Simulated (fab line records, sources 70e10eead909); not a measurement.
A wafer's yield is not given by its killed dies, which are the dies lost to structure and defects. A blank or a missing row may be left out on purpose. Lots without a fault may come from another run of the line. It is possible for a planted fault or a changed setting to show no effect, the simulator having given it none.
Matching of chambers :: flow nand-harc :: rie-diel-10 running NHARC_A_STAIRCASE_TRIM_220: 4 sister chambers
The step chemistry O2, time 211.2 s. 22 wafers are shown with their chamber, then 11 later ones without.

WAFERS PAIRED WITH THEIR CHAMBERS
wafer: L075.4
chamber: 3
showerhead-plenum-p-Torr (Torr): 3.37
drypump-motor-current-A (A): 5.5
oes-product-au (a.u.): 0.993

wafer: L075.5
chamber: 1
showerhead-plenum-p-Torr (Torr): 3.57
drypump-motor-current-A (A): 5.3
oes-product-au (a.u.): 0.981

wafer: L075.6
chamber: 0
showerhead-plenum-p-Torr (Torr): 3.40
drypump-motor-current-A (A): 5.5
oes-product-au (a.u.): 0.996

wafer: L074.1
chamber: 2
showerhead-plenum-p-Torr (Torr): 3.33
drypump-motor-current-A (A): 5.6
oes-product-au (a.u.): 1.008

wafer: L074.2
chamber: 1
showerhead-plenum-p-Torr (Torr): 3.57
drypump-motor-current-A (A): 5.3
oes-product-au (a.u.): 0.990

wafer: L074.4
chamber: 3
showerhead-plenum-p-Torr (Torr): 3.37
drypump-motor-current-A (A): 5.4
oes-product-au (a.u.): 0.998

wafer: L076.1
chamber: 2
showerhead-plenum-p-Torr (Torr): 3.33
drypump-motor-current-A (A): 5.6
oes-product-au (a.u.): 1.013

wafer: L076.2
chamber: 0
showerhead-plenum-p-Torr (Torr): 3.40
drypump-motor-current-A (A): 5.5
oes-product-au (a.u.): 1.002

wafer: L076.3
chamber: 1
showerhead-plenum-p-Torr (Torr): 3.57
drypump-motor-current-A (A): 5.3
oes-product-au (a.u.): 0.984

wafer: L076.4
chamber: 3
showerhead-plenum-p-Torr (Torr): 3.37
drypump-motor-current-A (A): 5.5
oes-product-au (a.u.): 0.996

wafer: L076.5
chamber: 3
showerhead-plenum-p-Torr (Torr): 3.37
drypump-motor-current-A (A): 5.4
oes-product-au (a.u.): 0.998

wafer: L076.6
chamber: 2
showerhead-plenum-p-Torr (Torr): 3.33
drypump-motor-current-A (A): 5.5
oes-product-au (a.u.): 0.995

wafer: L077.1
chamber: 2
showerhead-plenum-p-Torr (Torr): 3.33
drypump-motor-current-A (A): 5.6
oes-product-au (a.u.): 1.009

wafer: L077.3
chamber: 3
showerhead-plenum-p-Torr (Torr): 3.37
drypump-motor-current-A (A): 5.5
oes-product-au (a.u.): 1.006

wafer: L077.5
chamber: 2
showerhead-plenum-p-Torr (Torr): 3.33
drypump-motor-current-A (A): 5.5
oes-product-au (a.u.): 1.017

wafer: L082.1
chamber: 0
showerhead-plenum-p-Torr (Torr): 3.39
drypump-motor-current-A (A): 5.5
oes-product-au (a.u.): 1.010

wafer: L082.3
chamber: 2
showerhead-plenum-p-Torr (Torr): 3.32
drypump-motor-current-A (A): 5.6
oes-product-au (a.u.): 1.013

wafer: L082.5
chamber: 0
showerhead-plenum-p-Torr (Torr): 3.39
drypump-motor-current-A (A): 5.5
oes-product-au (a.u.): 1.001

wafer: L084.2
chamber: 3
showerhead-plenum-p-Torr (Torr): 3.35
drypump-motor-current-A (A): 5.5
oes-product-au (a.u.): 1.008

wafer: L084.4
chamber: 1
showerhead-plenum-p-Torr (Torr): 3.55
drypump-motor-current-A (A): 5.3
oes-product-au (a.u.): 1.005

wafer: L084.6
chamber: 1
showerhead-plenum-p-Torr (Torr): 3.55
drypump-motor-current-A (A): 5.3
oes-product-au (a.u.): 1.001

wafer: L086.1
chamber: 3
showerhead-plenum-p-Torr (Torr): 3.35
drypump-motor-current-A (A): 5.5
oes-product-au (a.u.): 1.014

SIGNATURES (averages over the wafers above)
reading: showerhead-plenum-p-Torr
chamber 0: 3.3950
chamber 1: 3.5620
chamber 2: 3.3283
chamber 3: 3.3643
scatter within a chamber: 0.00828

reading: drypump-motor-current-A
chamber 0: 5.500
chamber 1: 5.300
chamber 2: 5.567
chamber 3: 5.471
scatter within a chamber: 0.0392

reading: oes-product-au
chamber 0: 1.00225
chamber 1: 0.99220
chamber 2: 1.00917
chamber 3: 1.00186
scatter within a chamber: 0.00809
Rule: a wafer lies at a distance from a chamber equal to the root of the sum of squares, over the readings, of (its reading less the chamber's mean, divided by the reading's scatter). If the next closest chamber is less than 2 further off than the closest, the wafer can't be placed; otherwise it belongs to the closest. The scatter is the square root of a quotient: the sum, over the shown wafers, of each reading's squared deviation from its chamber's mean, divided by wafers minus chambers.

WAFERS WITH NO CHAMBER GIVEN
wafer: L086.2
showerhead-plenum-p-Torr (Torr): 3.31
drypump-motor-current-A (A): 5.5
oes-product-au (a.u.): 1.004

wafer: L086.6
showerhead-plenum-p-Torr (Torr): 3.55
drypump-motor-current-A (A): 5.3
oes-product-au (a.u.): 1.004

wafer: L087.1
showerhead-plenum-p-Torr (Torr): 3.31
drypump-motor-current-A (A): 5.6
oes-product-au (a.u.): 1.012

wafer: L087.2
showerhead-plenum-p-Torr (Torr): 3.38
drypump-motor-current-A (A): 5.5
oes-product-au (a.u.): 1.004

wafer: L087.4
showerhead-plenum-p-Torr (Torr): 3.35
drypump-motor-current-A (A): 5.5
oes-product-au (a.u.): 1.000

wafer: L092.1
showerhead-plenum-p-Torr (Torr): 3.54
drypump-motor-current-A (A): 5.3
oes-product-au (a.u.): 0.992

wafer: L092.2
showerhead-plenum-p-Torr (Torr): 3.38
drypump-motor-current-A (A): 5.5
oes-product-au (a.u.): 1.013

wafer: L092.3
showerhead-plenum-p-Torr (Torr): 3.30
drypump-motor-current-A (A): 5.5
oes-product-au (a.u.): 1.026

wafer: L094.3
showerhead-plenum-p-Torr (Torr): 3.34
drypump-motor-current-A (A): 5.4
oes-product-au (a.u.): 0.998

wafer: L094.5
showerhead-plenum-p-Torr (Torr): 3.34
drypump-motor-current-A (A): 5.4
oes-product-au (a.u.): 1.005

wafer: L094.6
showerhead-plenum-p-Torr (Torr): 3.37
drypump-motor-current-A (A): 5.5
oes-product-au (a.u.): 1.001

EACH ONE'S CHAMBER
wafer: L086.2
from the rows above: 2
in truth: 2

wafer: L086.6
from the rows above: 1
in truth: 1

wafer: L087.1
from the rows above: 2
in truth: 2

wafer: L087.2
from the rows above: can't be placed: 0 or 3
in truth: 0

wafer: L087.4
from the rows above: can't be placed: 3 or 2
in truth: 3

wafer: L092.1
from the rows above: 1
in truth: 1

wafer: L092.2
from the rows above: can't be placed: 0 or 3
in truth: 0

wafer: L092.3
from the rows above: 2
in truth: 2

wafer: L094.3
from the rows above: can't be placed: 3 or 2
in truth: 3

wafer: L094.5
from the rows above: can't be placed: 3 or 2
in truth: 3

wafer: L094.6
from the rows above: 3
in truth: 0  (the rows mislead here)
5 of 11 placed correctly. Can't be placed from these rows: 5 (the true chamber is among the candidates in 5). 1 placed wrongly.
